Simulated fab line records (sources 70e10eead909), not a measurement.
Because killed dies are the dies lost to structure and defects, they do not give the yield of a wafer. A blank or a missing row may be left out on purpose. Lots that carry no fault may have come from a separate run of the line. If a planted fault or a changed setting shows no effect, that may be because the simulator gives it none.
fab line records	flow nand_harc
[record] lots = 24	wafers = 72	last_day = 24
route steps=1159 shown A_STAIRCASE@668 A_SGD_CUT@759
lots untouched by any fault: they come from a run of this same line in which no faults occurred
start_h: start of the lot's first displayed wafer, in hours after the record's first day	wait_h: hours elapsed since this lot's preceding step	" the same as in the row above	L1.1+2: one row covering several wafers at once	- no value, or no start given	* or withheld: withheld	< > ~ a bound
route shown NAME@n: a module of which the file shows steps, and the number in the route of the first	usual: mean and standard deviation over wafers with no fault	same: alike in all rows	chamber/n: place in a boat	sites: per-site readings	_std_site: the standard deviation of these	_edge_site: mean of outer sites minus mean of inner sites	radius_mm: how far each site lies from the wafer's centre	mask NAME#n: copy n	behind: the most recent tool/chamber to have shaped the wafer	hold: why the lot went on hold/how many hours it stayed there/how the hold came to an end	device: whichever transistor did not switch (one of n, p or np)	end of line: tests of these same wafers at the route's end	where a step has no rows: the recipe by itself	killed: count of dies lost to structure and defects at first sort (not the wafer's yield)	map: shows each die of a wafer: x if killed, . if not, _ if none is there
set.NAME: the setting that was run; set.NAME@STEP: the one run at that earlier step	model.NAME: the simulator's own value behind a step, which no gauge read
the route's steps for a sample of lots (tables are steps, rows are wafers)
services: the hour from which a tool's chamber was out of use, counted from the record's first day as start_h (under 0 if before that day), plus the number of hours and why
[[steps]]
[step NHARC_A_STAIRCASE_ETCH_452]
[recipe] target_depth_a = 300	overetch_a = 30	time_s = 16.5	ion_energy_ev = 100	cf4_flow_sccm = 80	o2_flow_sccm = 20	ar_flow_sccm = 0	rf_w = 300	bias_w = 100	chemistry = CF4/O2
[usual] drypump_motor_current_A = 5.66/0.28	oes_product_au = 0.999/0.012	rf_vpp_V = 197.6/1.6	showerhead_plenum_p_Torr = 1.33/0.062	throttle_valve_pct = 13.397/0.0093
[same] time_s = 16.5
lot.wafer	tool	chamber	start_h	wait_h	drypump_motor_current_A	oes_product_au	rf_hours_counter_h	rf_vpp_V	showerhead_plenum_p_Torr	throttle_valve_pct
L076.2	rie_diel-06	0	-	-	5.42	1.010	5	196.0	1.25	13.391
L076.1	"	1	"	"	6.06	1.003	5	197.6	1.34	13.417
L076.4	"	2	"	"	6.02	0.998	4	195.9	1.28	13.406
L075.2	rie_diel-04	0	-	-	6.01	0.995	51	198.3	1.30	13.396
L075.3	"	2	"	"	5.52	0.999	52	197.8	1.31	13.412
L075.4	"	3	"	"	5.24	0.997	53	197.1	1.28	13.378
L074.1	rie_diel-04	0	-	-	6.01	0.982	52	196.6	1.30	13.399
L074.6	"	0	"	"	6.01	0.998	-	196.5	1.30	13.395
L074.5	"	1	"	"	5.78	0.971	-	200.3	1.43	13.393
L077.2	rie_diel-06	0	-	-	5.42	1.003	7	196.6	1.24	13.407
L077.3	"	1	"	"	6.05	0.994	7	198.7	1.34	13.401
L077.5	"	3	"	"	5.76	0.983	-	198.6	1.40	13.419
L078.3	rie_diel-04	0	-	-	6.00	0.985	53	195.5	1.30	13.406
L078.6	"	3	"	"	5.25	1.004	-	197.7	1.28	13.402
L078.5	"	0	"	"	6.02	0.989	-	197.0	1.30	13.394
L079.2	rie_diel-05	2	-	-	5.73	0.996	35	198.8	1.41	13.376
L079.3	"	0	"	"	5.59	0.981	34	197.5	1.27	13.404
L079.6	"	2	"	"	5.73	1.007	-	199.2	1.41	13.384
L080.2	rie_diel-06	1	-	-	6.10	1.004	13	197.1	1.34	13.400
L080.1	"	0	"	"	5.40	1.010	13	196.0	1.24	13.394
L080.6	"	1	"	"	6.10	0.984	-	197.8	1.34	13.375
L082.3	rie_diel-04	0	-	-	6.02	0.980	59	194.4	1.30	13.388
L082.4	"	1	"	"	5.77	0.988	60	200.2	1.43	13.404
L082.6	"	3	"	"	5.25	0.993	-	195.7	1.28	13.397
L081.2	rie_diel-05	1	-	-	5.43	1.012	44	196.5	1.32	13.403
L081.3	"	0	"	"	5.59	0.976	44	196.9	1.27	13.386
L081.5	"	0	"	"	5.63	0.985	-	196.8	1.27	13.408
L084.1	rie_diel-04	1	-	-	5.76	1.014	3	199.7	1.43	13.398
L084.4	"	3	"	"	5.26	0.994	5	195.4	1.28	13.387
L084.5	"	0	"	"	5.98	1.002	-	198.2	1.30	13.397
L083.2	rie_diel-06	2	-	-	6.06	0.984	21	196.6	1.28	13.395
L083.6	"	3	"	"	5.74	0.985	-	198.3	1.40	13.392
L083.5	"	0	"	"	5.42	0.996	-	195.6	1.24	13.405
L085.2	rie_diel-04	3	-	-	5.22	1.008	13	196.4	1.28	13.404
L085.3	"	0	"	"	6.01	1.004	12	197.5	1.29	13.394
L085.6	"	1	"	"	5.76	1.016	-	199.8	1.43	13.396
L087.4	rie_diel-04	2	-	-	5.51	1.000	14	197.1	1.31	13.405
L087.2	"	0	"	"	6.01	1.000	13	197.7	1.29	13.391
L087.3	"	1	"	"	5.77	1.026	14	199.5	1.43	13.398
L088.1	rie_diel-05	3	-	-	5.40	0.999	53	199.4	1.43	13.396
L088.4	"	0	"	"	5.63	0.984	58	197.4	1.27	13.382
L088.5	"	0	"	"	5.64	0.977	-	196.7	1.27	13.399
L086.3	rie_diel-06	3	-	-	5.74	0.986	31	200.9	1.40	13.409
L086.4	"	2	"	"	6.05	0.985	32	198.2	1.28	13.393
L086.5	"	0	"	"	5.38	1.013	-	195.7	1.24	13.402
L089.2	rie_diel-04	1	-	-	5.76	1.008	19	201.5	1.43	13.397
L089.3	"	2	"	"	5.50	0.981	19	197.6	1.31	13.405
L089.6	"	2	"	"	5.52	0.992	-	197.1	1.31	13.414
L091.2	rie_diel-04	2	-	-	5.50	0.984	21	197.7	1.31	13.394
L091.3	"	0	"	"	6.00	1.011	20	197.3	1.29	13.397
L091.4	"	1	"	"	5.74	1.016	21	199.7	1.43	13.403
L090.1	rie_diel-04	0	-	-	6.00	1.015	21	197.3	1.29	13.391
L090.3	"	3	"	"	5.22	1.010	21	196.0	1.27	13.379
L090.5	"	1	"	"	5.79	1.013	-	200.6	1.43	13.384
L094.4	rie_diel-04	0	-	-	6.02	1.018	24	195.7	1.29	13.406
L094.1	"	1	"	"	5.76	1.021	25	199.6	1.43	13.386
L094.6	"	2	"	"	5.51	0.993	-	197.9	1.31	13.408
L093.1	rie_diel-06	1	-	-	6.07	1.003	42	198.1	1.33	13.394
L093.6	"	1	"	"	6.05	1.000	-	199.1	1.33	13.384
L093.5	"	2	"	"	6.07	0.992	-	197.0	1.28	13.403
L092.1	rie_diel-04	2	-	-	5.52	0.984	26	195.3	1.31	13.400
L092.2	"	0	"	"	6.01	1.005	26	197.4	1.29	13.392
L092.4	"	1	"	"	5.79	1.007	27	200.3	1.43	13.415
L095.2	rie_diel-05	1	-	-	5.42	0.994	5	196.8	1.31	13.392
L095.3	"	3	"	"	5.39	1.020	6	200.9	1.43	13.391
L095.6	"	1	"	"	5.42	0.988	-	198.1	1.31	13.373
L096.3	rie_diel-04	1	-	-	5.76	1.010	35	199.2	1.42	13.399
L096.4	"	2	"	"	5.53	0.979	36	196.3	1.30	13.413
L096.6	"	1	"	"	5.77	1.010	-	199.7	1.42	13.393
L097.3	rie_diel-05	1	-	-	5.43	0.999	14	196.4	1.31	13.414
L097.2	"	3	"	"	5.37	1.016	15	198.7	1.43	13.407
L097.5	"	0	"	"	5.64	0.987	-	196.5	1.26	13.384
[step NHARC_A_STAIRCASE_HM_DEP_462]
[recipe] target_thk_a = 8000	temp_c = 400	material = aC
[usual] throttle_valve_pct = 35.001/0.009
lot.wafer	tool	chamber	start_h	wait_h	throttle_valve_pct
L076.1	acl_dep-03	0	263.02	0.5	34.990
L076.2	"	0	"	"	35.022
L076.4	"	0	"	"	34.999
L075.2	acl_dep-02	0	264.30	0.4	34.995
L075.3	"	0	"	"	35.008
L075.4	"	0	"	"	34.997
L074.1	acl_dep-02	0	267.56	0.3	35.004
L074.5	"	0	268.79	1.6	35.010
L074.6	"	0	"	"	35.013
L077.2	acl_dep-03	0	273.46	1.3	35.015
L077.3	"	0	"	"	34.985
L077.5	"	0	"	"	35.002
L078.3	acl_dep-02	0	274.39	1.8	35.012
L078.5	"	0	"	"	35.007
L078.6	"	0	"	"	35.002
L079.2	acl_dep-02	0	275.94	1.6	35.005
L079.3	"	0	"	"	35.005
L079.6	"	0	"	"	35.010
L080.1	acl_dep-03	0	288.68	0.1	35.008
L080.2	"	0	"	"	34.994
L080.6	"	0	290.21	1.6	35.007
L082.3	acl_dep-01	0	290.23	0.7	35.015
L082.4	"	0	"	"	35.004
L082.6	"	0	"	"	35.013
L081.2	acl_dep-03	0	298.55	1.4	34.998
L081.3	"	0	"	"	34.993
L081.5	"	0	"	"	34.994
L084.1	acl_dep-02	0	312.70	0.1	35.010
L084.4	"	0	"	"	34.994
L084.5	"	0	"	"	34.999
L083.2	acl_dep-03	0	313.60	0.7	35.001
L083.5	"	0	"	"	34.998
L083.6	"	0	"	"	34.990
L085.2	acl_dep-03	0	335.01	0.8	35.009
L085.3	"	0	"	"	35.003
L085.6	"	0	"	"	35.005
L087.2	acl_dep-01	0	336.30	1.0	35.004
L087.3	"	0	"	"	34.987
L087.4	"	0	"	"	34.999
L088.1	acl_dep-02	0	338.06	0.1	35.009
L088.4	"	0	"	"	34.994
L088.5	"	0	"	"	34.986
L086.3	acl_dep-03	0	339.96	0.7	34.994
L086.4	"	0	"	"	34.993
L086.5	"	0	"	"	35.001
L089.2	acl_dep-01	0	349.11	1.8	34.995
L089.3	"	0	"	"	35.010
L089.6	"	0	"	"	35.006
L090.1	acl_dep-03	0	352.82	0.1	35.005
L090.3	"	0	"	"	35.012
L090.5	"	0	"	"	35.010
L091.2	acl_dep-01	0	352.84	0.4	34.989
L091.3	"	0	"	"	34.992
L091.4	"	0	"	"	34.989
L094.1	acl_dep-03	0	363.69	2.8	34.996
L094.4	"	0	"	"	35.006
L094.6	"	0	"	"	34.987
L093.1	acl_dep-02	0	364.11	2.6	34.997
L093.5	"	0	365.33	3.8	34.981
L093.6	"	0	"	"	34.994
L092.1	acl_dep-01	0	370.12	3.2	34.988
L092.2	"	0	"	"	34.987
L092.4	"	0	"	"	34.993
L095.2	acl_dep-02	0	379.65	0.4	35.005
L095.3	"	0	"	"	34.996
L095.6	"	0	"	"	35.009
L096.3	acl_dep-03	0	395.26	3.1	34.999
L096.4	"	0	"	"	34.989
L096.6	"	0	"	"	35.000
L097.2	acl_dep-03	0	399.42	1.2	35.004
L097.3	"	0	"	"	35.008
L097.5	"	0	"	"	35.005
[step NHARC_A_STAIRCASE_HM_OPEN_463]
[recipe] o2_flow_sccm = 400	cos_flow_sccm = 20	ar_flow_sccm = 0	rf_w = 500	bias_w = 300	chemistry = O2/COS
[usual] drypump_motor_current_A = 5.69/0.27	oes_product_au = 0.998/0.012	rf_vpp_V = 467/3.3	showerhead_plenum_p_Torr = 3.13/0.15	throttle_valve_pct = 28.330/0.009
lot.wafer	tool	chamber	start_h	wait_h	drypump_motor_current_A	oes_product_au	rf_hours_counter_h	rf_vpp_V	showerhead_plenum_p_Torr	throttle_valve_pct
L076.2	rie_diel-05	2	-	-	5.74	0.997	33	470	3.29	28.338
L076.1	"	3	"	"	5.40	0.988	32	474	3.36	28.323
L076.4	"	0	"	"	5.63	0.976	32	466	2.98	28.331
L075.3	rie_diel-04	3	-	-	5.26	0.988	55	464	3.00	28.322
L075.2	"	0	"	"	6.00	0.987	52	464	3.04	28.332
L075.4	"	1	"	"	5.78	0.999	54	472	3.34	28.323
L074.1	rie_diel-06	3	-	-	5.73	0.978	8	470	3.27	28.338
L074.6	"	3	"	"	5.73	0.979	-	470	3.27	28.325
L074.5	"	0	"	"	5.43	1.002	-	461	2.92	28.311
L077.3	rie_diel-05	3	-	-	5.38	0.995	36	471	3.35	28.323
L077.2	"	2	"	"	5.73	1.002	36	471	3.29	28.313
L077.5	"	0	"	"	5.63	0.985	-	463	2.97	28.319
L078.3	rie_diel-04	0	-	-	6.00	0.988	55	466	3.04	28.345
L078.6	"	0	"	"	6.00	0.993	-	464	3.04	28.324
L078.5	"	1	"	"	5.80	0.996	-	474	3.34	28.317
L079.3	rie_diel-04	1	-	-	5.79	0.993	57	472	3.34	28.321
L079.2	"	3	"	"	5.24	1.009	59	464	3.00	28.324
L079.6	"	1	"	"	5.81	1.000	-	471	3.34	28.322
L080.1	rie_diel-06	1	-	-	6.09	0.991	15	467	3.13	28.317
L080.2	"	3	"	"	5.75	0.988	14	468	3.27	28.328
L080.6	"	2	"	"	6.03	0.993	-	466	3.00	28.322
L082.3	rie_diel-06	1	-	-	6.09	0.990	16	468	3.13	28.345
L082.4	"	2	"	"	6.08	0.983	15	464	3.00	28.339
L082.6	"	1	"	"	6.08	0.987	-	468	3.13	28.328
L081.3	rie_diel-04	1	-	-	5.79	1.017	1	472	3.34	28.321
L081.2	"	3	"	"	5.25	0.996	2	463	2.99	28.353
L081.5	"	2	"	"	5.52	0.982	-	466	3.07	28.318
L084.4	rie_diel-05	0	-	-	5.63	0.985	49	463	2.97	28.319
L084.1	"	1	"	"	5.43	1.021	50	466	3.08	28.317
L084.5	"	3	"	"	5.44	1.000	-	471	3.35	28.327
L083.2	rie_diel-04	0	-	-	6.00	1.013	5	465	3.03	28.317
L083.5	"	0	"	"	6.00	1.012	-	466	3.03	28.341
L083.6	"	1	"	"	5.79	1.015	-	473	3.34	28.335
L085.2	rie_diel-05	2	-	-	5.76	1.007	60	470	3.27	28.334
L085.3	"	0	"	"	5.60	0.986	59	464	2.96	28.324
L085.6	"	2	"	"	5.75	1.013	-	470	3.27	28.326
L087.2	rie_diel-06	0	-	-	5.45	0.996	34	462	2.90	28.343
L087.4	"	2	"	"	6.02	0.977	33	464	2.99	28.337
L087.3	"	3	"	"	5.74	0.986	32	471	3.26	28.328
L088.1	rie_diel-05	2	-	-	5.76	1.006	61	471	3.27	28.327
L088.5	"	2	"	"	5.73	1.007	-	472	3.27	28.312
L088.4	"	3	"	"	5.36	0.996	-	472	3.34	28.335
L086.3	rie_diel-05	2	-	-	5.73	1.001	62	469	3.27	28.328
L086.5	"	1	"	"	5.42	1.014	-	465	3.07	28.325
L086.4	"	2	"	"	5.74	1.003	-	470	3.27	28.335
L089.2	rie_diel-06	1	-	-	6.08	0.987	40	469	3.11	28.326
L089.3	"	3	"	"	5.75	0.981	38	470	3.26	28.334
L089.6	"	2	"	"	6.07	0.986	-	466	2.99	28.332
L091.3	rie_diel-04	3	-	-	5.25	1.010	22	464	2.98	28.333
L091.4	"	0	"	"	6.01	1.011	22	463	3.02	28.314
L091.2	"	1	"	"	5.80	1.008	23	472	3.33	28.329
L090.1	rie_diel-06	2	-	-	6.08	0.985	39	466	2.99	28.330
L090.3	"	0	"	"	5.43	1.011	40	464	2.90	28.337
L090.5	"	2	"	"	6.06	0.999	-	464	2.99	28.332
L094.1	rie_diel-05	1	-	-	5.42	1.004	2	466	3.07	28.328
L094.4	"	0	"	"	5.61	0.987	3	465	2.96	28.337
L094.6	"	1	"	"	5.45	0.999	-	466	3.07	28.333
L093.1	rie_diel-04	3	-	-	5.23	1.019	25	465	2.98	28.328
L093.5	"	3	"	"	5.22	1.013	-	463	2.98	28.325
L093.6	"	0	"	"	6.02	1.007	-	464	3.02	28.330
L092.1	rie_diel-04	0	-	-	6.02	1.006	26	464	3.02	28.328
L092.2	"	2	"	"	5.53	0.989	27	466	3.05	28.328
L092.4	"	3	"	"	5.25	0.994	26	465	2.98	28.343
L095.2	rie_diel-05	1	-	-	5.43	0.986	7	465	3.07	28.334
L095.3	"	0	"	"	5.59	0.987	8	463	2.96	28.335
L095.6	"	1	"	"	5.44	0.991	-	466	3.07	28.327
L096.4	rie_diel-04	0	-	-	6.02	1.007	37	464	3.02	28.325
L096.3	"	2	"	"	5.53	0.986	38	465	3.05	28.320
L096.6	"	1	"	"	5.79	1.014	-	472	3.32	28.317
L097.2	rie_diel-06	2	-	-	6.05	0.996	59	464	2.98	28.327
L097.3	"	3	"	"	5.73	0.983	58	471	3.24	28.328
L097.5	"	2	"	"	6.03	0.991	-	465	2.98	28.336
[step NHARC_A_STAIRCASE_STRIP_316]
[recipe] o2_flow_sccm = 500	ar_flow_sccm = 0	bias_w = 0	chemistry = O2
[usual] drypump_motor_current_A = 5.67/0.27	oes_product_au = 0.997/0.013	rf_vpp_V = 57.8/0.96	showerhead_plenum_p_Torr = 3.53/0.16	throttle_valve_pct = 17.038/0.0086
lot.wafer	tool	chamber	start_h	wait_h	drypump_motor_current_A	oes_product_au	rf_hours_counter_h	rf_vpp_V	showerhead_plenum_p_Torr	throttle_valve_pct
L076.2	rie_diel-05	2	-	-	5.75	1.000	33	57.0	3.71	17.034
L076.1	"	3	"	"	5.38	0.989	33	56.8	3.79	17.036
L076.4	"	0	"	"	5.64	0.979	32	58.1	3.37	17.046
L075.4	rie_diel-04	2	-	-	5.55	0.986	54	57.7	3.47	17.034
L075.3	"	0	"	"	6.02	0.979	53	55.9	3.43	17.039
L075.2	"	1	"	"	5.77	0.981	54	57.7	3.78	17.034
L074.1	rie_diel-06	3	-	-	5.80	0.971	8	58.7	3.69	17.020
L074.6	"	1	"	"	6.08	1.001	-	57.4	3.54	17.026
L074.5	"	2	"	"	6.07	1.000	-	57.5	3.40	17.044
L077.3	rie_diel-05	2	-	-	5.75	1.008	36	58.3	3.71	17.049
L077.2	"	3	"	"	5.43	1.004	36	58.9	3.79	17.050
L077.5	"	1	"	"	5.42	1.018	-	57.9	3.48	17.030
L078.3	rie_diel-04	1	-	-	5.78	0.992	56	58.6	3.78	17.042
L078.5	"	1	"	"	5.80	0.994	-	57.9	3.78	17.038
L078.6	"	2	"	"	5.53	0.997	-	56.3	3.47	17.041
L079.2	rie_diel-04	0	-	-	6.03	0.991	56	58.8	3.43	17.040
L079.3	"	3	"	"	5.25	0.999	59	57.7	3.39	17.040
L079.6	"	0	"	"	6.04	0.982	-	58.9	3.43	17.038
L080.2	rie_diel-06	3	-	-	5.76	0.977	15	57.4	3.69	17.029
L080.1	"	0	"	"	5.43	1.003	16	57.2	3.30	17.040
L080.6	"	2	"	"	6.07	0.974	-	56.0	3.40	17.024
L082.4	rie_diel-06	0	-	-	5.43	1.002	16	57.4	3.30	17.043
L082.3	"	1	"	"	6.10	0.988	16	58.6	3.53	17.041
L082.6	"	3	"	"	5.77	0.975	-	58.8	3.69	17.022
L081.3	rie_diel-04	3	-	-	5.23	0.999	3	58.0	3.38	17.043
L081.2	"	1	"	"	5.80	1.011	2	58.7	3.77	17.048
L081.5	"	3	"	"	5.23	0.996	-	58.1	3.39	17.031
L084.4	rie_diel-05	2	-	-	5.73	1.016	50	59.2	3.70	17.039
L084.1	"	0	"	"	5.63	0.985	49	57.4	3.36	17.037
L084.5	"	1	"	"	5.45	1.010	-	57.2	3.48	17.027
L083.2	rie_diel-04	2	-	-	5.51	0.985	6	59.7	3.46	17.034
L083.5	"	0	"	"	6.02	0.999	-	58.0	3.43	17.023
L083.6	"	1	"	"	5.74	1.010	-	58.4	3.77	17.027
L085.2	rie_diel-05	1	-	-	5.43	1.011	60	58.0	3.47	17.028
L085.3	"	3	"	"	5.38	0.998	54	58.3	3.78	17.039
L085.6	"	2	"	"	5.75	1.010	-	57.2	3.70	17.031
L087.3	rie_diel-06	0	-	-	5.43	1.010	35	57.7	3.29	17.031
L087.4	"	2	"	"	6.06	0.976	33	57.3	3.39	17.044
L087.2	"	3	"	"	5.74	0.987	32	56.7	3.68	17.033
L088.1	rie_diel-05	3	-	-	5.40	0.996	56	58.3	3.78	17.028
L088.5	"	1	"	"	5.46	1.018	-	56.2	3.47	17.028
L088.4	"	3	"	"	5.42	1.006	-	60.2	3.78	17.039
L086.3	rie_diel-05	2	-	-	5.73	1.010	62	57.6	3.70	17.039
L086.5	"	3	"	"	5.40	1.005	-	58.9	3.78	17.042
L086.4	"	1	"	"	5.45	1.015	-	59.1	3.47	17.049
L089.2	rie_diel-06	2	-	-	6.06	0.987	38	56.5	3.38	17.036
L089.3	"	0	"	"	5.41	1.010	40	56.8	3.28	17.030
L089.6	"	1	"	"	6.09	0.991	-	56.8	3.52	17.038
L091.3	rie_diel-04	3	-	-	5.24	1.007	22	56.3	3.37	17.030
L091.4	"	0	"	"	6.02	0.996	22	57.8	3.42	17.047
L091.2	"	2	"	"	5.53	0.985	23	57.9	3.45	17.043
L090.1	rie_diel-06	3	-	-	5.76	0.983	39	58.3	3.68	17.039
L090.3	"	0	"	"	5.40	1.008	41	56.1	3.28	17.039
L090.5	"	3	"	"	5.74	0.984	-	59.2	3.68	17.039
L094.1	rie_diel-05	0	-	-	5.63	1.005	3	57.4	3.35	17.042
L094.4	"	1	"	"	5.44	0.997	2	57.4	3.47	17.033
L094.6	"	3	"	"	5.39	1.018	-	58.3	3.77	17.035
L093.1	rie_diel-04	0	-	-	6.03	1.013	26	56.9	3.42	17.035
L093.6	"	1	"	"	5.79	1.021	-	58.8	3.76	17.046
L093.5	"	2	"	"	5.54	0.995	-	57.4	3.45	17.031
L092.4	rie_diel-04	2	-	-	5.54	0.990	28	55.7	3.45	17.031
L092.1	"	3	"	"	5.25	1.008	26	58.8	3.37	17.037
L092.2	"	0	"	"	6.02	0.997	27	57.2	3.42	17.043
L095.3	rie_diel-05	2	-	-	5.73	1.000	8	57.6	3.69	17.044
L095.2	"	0	"	"	5.62	0.989	9	57.0	3.35	17.029
L095.6	"	2	"	"	5.73	1.003	-	56.7	3.69	17.055
L096.4	rie_diel-04	2	-	-	5.53	0.978	39	58.6	3.45	17.031
L096.3	"	0	"	"	6.02	1.011	37	59.5	3.41	17.040
L096.6	"	3	"	"	5.22	1.007	-	57.8	3.37	17.029
L097.2	rie_diel-06	0	-	-	5.43	0.999	61	58.0	3.27	17.026
L097.3	"	2	"	"	6.05	0.985	60	57.3	3.37	17.054
L097.5	"	2	"	"	6.08	0.985	-	55.5	3.37	17.043
[step NHARC_A_STAIRCASE_CMP_472]
[recipe] material = SiO2
[usual] motor_current_A = 12.3/1.1	pad_life_wafers = 261/160
lot.wafer	tool	chamber	start_h	wait_h	motor_current_A	pad_life_wafers
L075.3	cmp-03	3	313.40	0.2	11.5	336
L075.4	"	0	"	"	13.8	337
L075.2	"	2	"	"	14.0	339
L076.1	cmp-03	0	313.69	0.2	14.4	342
L076.4	"	2	"	"	15.1	344
L076.2	"	3	"	"	11.6	345
L074.1	cmp-02	1	313.77	0.2	11.3	222
L074.6	"	1	"	"	11.1	-
L074.5	"	2	"	"	12.4	-
L079.3	cmp-01	3	322.49	0.2	11.9	210
L079.2	"	0	"	"	12.9	211
L079.6	"	0	"	"	13.1	-
L078.3	cmp-02	0	322.63	0.3	13.1	260
L078.5	"	2	"	"	12.4	-
L078.6	"	3	"	"	12.7	-
L077.3	cmp-02	2	324.11	0.2	13.4	265
L077.2	"	3	"	"	12.6	266
L077.5	"	1	"	"	11.2	-
L080.2	cmp-02	1	336.48	0.2	11.2	354
L080.1	"	2	"	"	12.2	355
L080.6	"	2	"	"	12.8	-
L082.4	cmp-03	3	336.56	0.2	11.1	517
L082.3	"	0	"	"	12.9	518
L082.6	"	3	"	"	11.4	-
L081.3	cmp-03	1	349.26	0.2	10.1	590
L081.2	"	2	"	"	14.4	591
L081.5	"	0	"	"	13.8	-
L084.1	cmp-03	1	362.76	0.2	10.5	25
L084.4	"	2	"	"	14.2	26
L084.5	"	0	"	"	13.2	-
L083.2	cmp-02	1	362.91	0.3	11.3	507
L083.5	"	2	"	"	13.2	-
L083.6	"	3	"	"	13.6	-
L087.3	cmp-02	1	382.45	0.2	11.7	36
L087.4	"	2	"	"	12.5	37
L087.2	"	0	"	"	12.9	39
L085.2	cmp-02	1	382.60	0.3	11.2	42
L085.3	"	0	"	"	12.5	45
L085.6	"	2	"	"	12.3	-
L088.1	cmp-02	2	384.17	0.2	13.1	60
L088.4	"	3	"	"	12.7	61
L088.5	"	3	"	"	13.0	-
L086.3	cmp-03	2	386.06	0.3	13.8	151
L086.4	"	3	"	"	11.8	152
L086.5	"	1	"	"	10.9	-
L089.3	cmp-01	3	396.28	0.2	11.1	78
L089.2	"	2	"	"	11.2	81
L089.6	"	3	"	"	11.0	-
L091.3	cmp-02	1	399.56	0.2	11.4	138
L091.2	"	2	"	"	12.5	139
L091.4	"	3	"	"	13.4	140
L090.3	cmp-01	2	399.81	0.2	11.0	102
L090.1	"	3	"	"	11.5	103
L090.5	"	3	"	"	11.8	-
L094.1	cmp-01	3	412.55	0.2	10.8	192
L094.4	"	2	"	"	10.9	195
L094.6	"	3	"	"	11.3	-
L093.1	cmp-01	3	412.96	0.3	11.7	198
L093.6	"	3	"	"	11.3	-
L093.5	"	0	"	"	12.4	-
L092.2	cmp-02	1	426.60	0.2	11.3	312
L092.4	"	3	"	"	13.2	314
L092.1	"	0	"	"	12.1	315
L095.3	cmp-02	2	440.70	0.3	12.8	409
L095.2	"	3	"	"	13.3	410
L095.6	"	1	"	"	10.6	-
L096.3	cmp-02	3	451.10	0.2	12.0	456
L096.4	"	1	"	"	11.0	458
L096.6	"	3	"	"	13.6	-
L097.2	cmp-01	2	451.56	0.3	11.6	446
L097.3	"	3	"	"	11.9	447
L097.5	"	0	"	"	11.9	-
[step NHARC_A_SGD_CUT_OVL_MEAS_10]
[usual] overlay_x_nm = 0.0/1	overlay_y_nm = 0.0/0.92
lot.wafer	tool	chamber	start_h	wait_h	overlay_x_nm	overlay_y_nm
L075.2	overlay-02	-	314.62	-	1.1	0.6
L075.3	"	-	"	"	1.3	0.6
L075.4	"	-	"	"	1.2	1.1
L076.1	overlay-02	-	314.79	-	-0.1	0.0
L076.2	"	-	"	"	-0.5	-0.2
L076.4	"	-	"	"	0.0	-0.3
L074.1	overlay-02	-	314.96	-	0.6	-1.3
L074.5	"	-	"	"	1.3	-0.9
L074.6	"	-	"	"	0.8	-1.2
L079.2	overlay-01	-	323.71	-	0.1	0.5
L079.3	"	-	"	"	-0.1	0.5
L079.6	"	-	"	"	-0.3	0.4
L078.3	overlay-02	-	323.86	-	-0.7	-0.1
L078.5	"	-	"	"	-1.3	-0.6
L078.6	"	-	"	"	-0.9	-0.3
L077.2	overlay-02	-	325.19	-	-0.8	1.2
L077.3	"	-	"	"	-0.2	0.7
L077.5	"	-	"	"	-0.7	0.0
L080.1	overlay-02	-	337.71	-	0.5	0.4
L080.2	"	-	"	"	0.2	0.2
L080.6	"	-	"	"	0.0	0.5
L082.3	overlay-01	-	337.86	-	0.3	1.3
L082.4	"	-	"	"	0.7	1.8
L082.6	"	-	"	"	0.1	1.9
L081.2	overlay-01	-	350.31	-	0.4	0.4
L081.3	"	-	"	"	-0.3	-0.5
L081.5	"	-	"	"	0.0	0.2
L084.1	overlay-02	-	363.95	-	0.4	-0.4
L084.4	"	-	"	"	0.4	-0.8
L084.5	"	-	"	"	0.4	-0.5
L083.2	overlay-02	-	364.10	-	0.0	-1.2
L083.5	"	-	"	"	0.2	-1.4
L083.6	"	-	"	"	0.1	-0.8
L087.2	overlay-02	-	383.85	-	-2.6	-1.4
L087.3	"	-	"	"	-2.6	-1.4
L087.4	"	-	"	"	-2.3	-1.2
L085.2	overlay-02	-	383.99	-	1.2	0.6
L085.3	"	-	"	"	1.2	0.2
L085.6	"	-	"	"	1.0	1.2
L088.1	overlay-02	-	385.39	-	-1.3	0.3
L088.4	"	-	"	"	-1.1	0.9
L088.5	"	-	"	"	-1.7	0.8
L086.3	overlay-02	-	387.32	-	-0.6	0.4
L086.4	"	-	"	"	-0.2	0.4
L086.5	"	-	"	"	-0.5	0.7
L089.2	overlay-02	-	397.50	-	1.1	-1.5
L089.3	"	-	"	"	1.6	-1.6
L089.6	"	-	"	"	2.0	-1.6
L091.2	overlay-02	-	400.78	-	0.3	2.0
L091.3	"	-	"	"	0.7	1.7
L091.4	"	-	"	"	0.8	1.5
L090.1	overlay-02	-	401.02	-	-0.5	-1.2
L090.3	"	-	"	"	-0.3	-0.6
L090.5	"	-	"	"	-0.4	-0.3
L094.1	overlay-02	-	413.78	-	-0.4	0.0
L094.4	"	-	"	"	-0.2	0.5
L094.6	"	-	"	"	0.4	0.3
L093.1	overlay-01	-	414.06	-	0.1	0.4
L093.5	"	-	"	"	-0.4	0.2
L093.6	"	-	"	"	0.2	0.7
L092.1	overlay-01	-	427.91	-	-2.5	-1.8
L092.2	"	-	"	"	-2.4	-1.3
L092.4	"	-	"	"	-1.7	-1.5
L095.2	overlay-01	-	441.91	-	1.1	-0.4
L095.3	"	-	"	"	1.3	0.2
L095.6	"	-	"	"	1.3	-0.3
L096.3	overlay-02	-	452.21	-	0.1	0.3
L096.4	"	-	"	"	0.3	0.2
L096.6	"	-	"	"	0.5	-0.1
L097.2	overlay-02	-	452.73	-	-0.1	0.0
L097.3	"	-	"	"	0.0	0.0
L097.5	"	-	"	"	-0.2	0.0
[[services]]
tool	chamber	start_h	hours	kind
cmp-03	-	238.10	1.6	repair
cmp-03	-	253.79	0.4	repair
cmp-01	-	267.72	0.6	repair
cmp-02	-	271.01	4.0	pm
cmp-03	-	271.75	0.3	repair
cmp-01	-	278.13	4.0	pm
rie_diel-05	3	286.36	12.1	repair
rie_diel-04	-	288.99	9.0	pm
cmp-01	-	298.78	5.0	repair
cmp-02	-	314.15	4.1	repair
rie_diel-05	-	348.55	9.0	pm
acl_dep-02	-	351.11	13.0	pm
cmp-03	-	352.17	4.0	pm
cmp-02	-	369.01	4.0	pm
cmp-01	-	376.13	4.0	pm
cmp-03	-	385.61	0.4	repair
cmp-01	-	393.03	0.5	repair
rie_diel-06	1	401.58	7.4	repair
rie_diel-04	1	406.37	17.4	repair
acl_dep-03	-	408.31	13.0	pm
rie_diel-06	-	418.21	9.0	pm
cmp-02	-	424.44	1.6	repair
cmp-02	-	441.75	1.7	repair
rie_diel-04	0	449.88	2.4	repair
[[key]]
fault none
